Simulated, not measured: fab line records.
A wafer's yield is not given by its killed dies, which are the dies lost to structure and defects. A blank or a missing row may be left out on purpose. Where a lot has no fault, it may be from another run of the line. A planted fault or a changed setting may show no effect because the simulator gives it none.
Which of the tools did it? -- flow nand-harc -- 39 wafers from 13 lots sampled at 5 of the route's 1302 steps

== WHAT THE GAUGES SHOWED, per wafer ==
NHARC_A_SGD_CUT_INSPECT_25. Usual: raw-defect-count 407, standard deviation 110.
lot,measured,on,raw-defect-count,flag
L385,day 19 23:42,defect-inspect-01,470 489 438,
L386,day 19 23:43,defect-inspect-02,357 361 335,
L391,day 22 01:43,defect-inspect-02,355 407 444,
L393,day 23 10:18,defect-inspect-02,334 300 370,
L400,day 25 10:17,defect-inspect-01,339 477 416,
L401,day 25 22:43,defect-inspect-02,468 663 434,
L402,day 26 18:05,defect-inspect-02,297 354 365,
L405,day 27 13:02,defect-inspect-01,485 514 389,
L403,day 27 13:02,defect-inspect-02,334 479 352,
L404,day 27 13:02,defect-inspect-01,565 566 565,
L407,day 28 20:34,defect-inspect-02,267 295 328,
L406,day 28 20:34,defect-inspect-01,203 342 290,
L408,day 29 07:05,defect-inspect-02,371 401 361,

NHARC_END_SORT_01. Usual: killed-at-array 62, standard deviation 22; killed-at-other 1.0, standard deviation 1.4; killed-at-periphery 4.2, standard deviation 2.8; killed-dies 67, standard deviation 23; killed-open 3.1, standard deviation 1.7; killed-short 2.1, standard deviation 1.5.
lot,measured,on,killed-at-array,killed-at-other,killed-at-periphery,killed-dies,killed-open,killed-short,flag
L391,day 27 04:31,prober-02,80 668 674,4 3 1,5 6 2,89 677 677,7 4 2,1 0 2,OFF
L393,day 28 05:53,prober-02,80 675 672,0 0 3,4 2 2,84 677 677,6 1 3,5 3 1,OFF

== WHAT TOOL EACH LOT RAN ON (gives the tool, then ch and the chambers of the sampled wafers, and finally the start) ==
lot,NHARC_A_SLIT_DEP_00,NHARC_A_SLIT_ETCH_15,NHARC_A_WL_FILL_ETCHBACK_04
L385,"acl-dep-02 ch 0, day 20 03:37","rie-diel-06 ch 0,1,2, day 20 22:03 or earlier","rie-metal-02 ch 0,1, day 20 22:03"
L386,"acl-dep-01 ch 0, day 20 05:04","rie-diel-10 ch 0,2, day 20 22:41 or earlier","rie-metal-03 ch 0,1, day 20 22:41"
L391,"acl-dep-03 ch 0, day 22 05:51","rie-diel-03 ch 0,1, day 23 02:35 or earlier","rie-metal-03 ch 0,1, day 23 02:35"
L393,"acl-dep-01 ch 0, day 23 11:08","rie-diel-06 ch 0,2, day 24 08:29 or earlier","rie-metal-03 ch 0,1, day 24 08:29"
L400,"acl-dep-01 ch 0, day 25 10:59","rie-diel-10 ch 0,1,2, day 26 05:31 or earlier","rie-metal-01 ch 1, day 26 05:31"
L401,"acl-dep-01 ch 0, day 26 01:23","rie-diel-03 ch 2,3, day 26 22:36 or earlier","rie-metal-03 ch 0,1, day 26 22:36"
L402,"acl-dep-02 ch 0, day 26 19:55","rie-diel-06 ch 0,2,3, day 27 14:41 or earlier","rie-metal-01 ch 0,1, day 27 14:41"
L405,"acl-dep-02 ch 0, day 27 14:22","rie-diel-06 ch 0,1,2, day 28 08:37 or earlier","rie-metal-01 ch 0,1, day 28 08:37"
L403,"acl-dep-03 ch 0, day 27 13:44","rie-diel-10 ch 0,1,3, day 28 08:37 or earlier","rie-metal-02 ch 0, day 28 08:37"
L404,"acl-dep-01 ch 0, day 27 15:13","rie-diel-10 ch 0,1,2, day 28 12:26 or earlier","rie-metal-03 ch 0,1, day 28 12:26"
L407,"acl-dep-02 ch 0, day 28 21:37","rie-diel-03 ch 0,2,3, day 29 15:48 or earlier","rie-metal-02 ch 1, day 29 15:48"
L406,"acl-dep-01 ch 0, day 29 00:18","rie-diel-06 ch 0,2,3, day 29 19:37 or earlier","rie-metal-03 ch 0,1, day 29 19:37"
L408,"acl-dep-01 ch 0, day 29 10:02","rie-diel-06 ch 0,1,2, day 30 04:16 or earlier","rie-metal-01 ch 0,1, day 30 04:16"
- NHARC_A_SLIT_DEP_00: deposits aC, target thk 6200 nm.
- NHARC_A_SLIT_ETCH_15: etches the open film in O2/COS, target depth 6200 nm, time 1612 s.
- NHARC_A_WL_FILL_ETCHBACK_04: etches the open film in NF3, target depth 60 nm, time 120 s.

== WHAT THE TOOLS THEMSELVES READ (means of the sampled wafers that have a number; where no wafer has one, the mark that the record gives instead) ==
NHARC_A_SLIT_DEP_00. Usual: throttle-valve-pct 35.001 %, standard deviation 0.0086.
lot,tool,throttle-valve-pct (%),flag
L385,acl-dep-02,35.002,
L386,acl-dep-01,34.997,
L391,acl-dep-03,35.001,
L393,acl-dep-01,35.002,
L400,acl-dep-01,34.997,
L401,acl-dep-01,34.996,
L402,acl-dep-02,35.000,
L405,acl-dep-02,35.001,
L403,acl-dep-03,35.003,
L404,acl-dep-01,34.996,
L407,acl-dep-02,34.993,
L406,acl-dep-01,35.008,
L408,acl-dep-01,34.996,

NHARC_A_SLIT_ETCH_15. Usual: drypump-motor-current-A 5.7 A, standard deviation 0.35; oes-product-au 1.004 a.u., standard deviation 0.011; rf-vpp-V 314.1 V, standard deviation 2; showerhead-plenum-p-Torr 3.12 Torr, standard deviation 0.13; throttle-valve-pct 28.329 %, standard deviation 0.0097.
lot,tool,drypump-motor-current-A (A),oes-product-au (a.u.),rf-vpp-V (V),showerhead-plenum-p-Torr (Torr),throttle-valve-pct (%),flag
L385,rie-diel-06,5.6,0.998,314.9,3.19,28.330,
L386,rie-diel-10,5.9,1.006,312.9,3.02,28.330,
L391,rie-diel-03,5.8,0.991,315.0,3.13,28.327,
L393,rie-diel-06,5.5,1.010,314.0,3.18,28.320,
L400,rie-diel-10,6.0,1.014,312.9,3.06,28.327,
L401,rie-diel-03,5.7,1.005,311.7,2.95,28.331,
L402,rie-diel-06,5.5,1.007,314.1,3.17,28.332,
L405,rie-diel-06,5.6,1.006,315.5,3.19,28.326,
L403,rie-diel-10,6.1,1.001,314.4,3.17,28.331,
L404,rie-diel-10,6.0,1.004,312.5,3.06,28.318,
L407,rie-diel-03,5.6,1.014,311.7,2.95,28.333,
L406,rie-diel-06,5.5,0.998,314.8,3.17,28.333,
L408,rie-diel-06,5.6,1.004,315.8,3.18,28.329,

NHARC_A_WL_FILL_ETCHBACK_04. Usual: drypump-motor-current-A 5.9 A, standard deviation 0.48; oes-product-au 0.998 a.u., standard deviation 0.0098; run-length-s 141.5 s, standard deviation 0.33.
lot,tool,drypump-motor-current-A (A),oes-product-au (a.u.),run-length-s (s),flag
L385,rie-metal-02,5.4,1.006,141.5,
L386,rie-metal-03,5.7,1.004,141.9,
L391,rie-metal-03,5.8,0.989,110.2,OFF
L393,rie-metal-03,5.8,0.996,110.4,OFF
L400,rie-metal-01,6.4,0.994,141.1,
L401,rie-metal-03,5.8,1.002,141.8,
L402,rie-metal-01,6.5,0.987,141.1,
L405,rie-metal-01,6.5,0.993,141.2,
L403,rie-metal-02,5.2,1.006,141.7,
L404,rie-metal-03,5.7,0.998,141.7,
L407,rie-metal-02,5.8,1.001,141.2,
L406,rie-metal-03,5.8,0.994,141.8,
L408,rie-metal-01,6.6,0.984,141.4,

== THE ANSWER, worked out from the rows above alone ==
Rule: take the mean of a lot's wafers that have a number; if it is more than 3 standard deviations from the usual mean, the lot is off. A lot without any number at a reading at which 4 lots or more have one is off too. Where the step has rows for the other lots, those lots are counted as sound. The gauges are gone through in route order, then the tools' own readings, and for those a lot's mean is taken as printed above. At the first step where some lot is off, the reading lying furthest off is the one used; lots without a number count as furthest.
Off: L391, L393 (NHARC_END_SORT_01, killed-at-array). Neither off nor sound, because the step has no rows for them: L385, L386, L400, L401, L402, L405, L403, L404, L407, L406, L408.
If a tool, at a process step before that reading, ran all the lots that are off and no sound lot after the first of them, it fits. Not tried: the gauges at NHARC_END_SORT_01; whatever is off there is also off at NHARC_A_WL_FILL_ETCHBACK_04, on other tools, and gauge error can't account for it. With no start given for some of its lots, NHARC_A_SLIT_ETCH_15 uses the hours and lot order of NHARC_A_WL_FILL_ETCHBACK_04. One fits: NHARC_A_WL_FILL_ETCHBACK_04 on rie-metal-03. It ran no sound lot before its first lot that is off in this sample, so the start can't be narrowed down.

== WHAT THE SIMULATOR HAD PUT IN ==
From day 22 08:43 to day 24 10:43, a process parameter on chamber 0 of rie-metal-03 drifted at NHARC_A_WL_FILL_ETCHBACK_04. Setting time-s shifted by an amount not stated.
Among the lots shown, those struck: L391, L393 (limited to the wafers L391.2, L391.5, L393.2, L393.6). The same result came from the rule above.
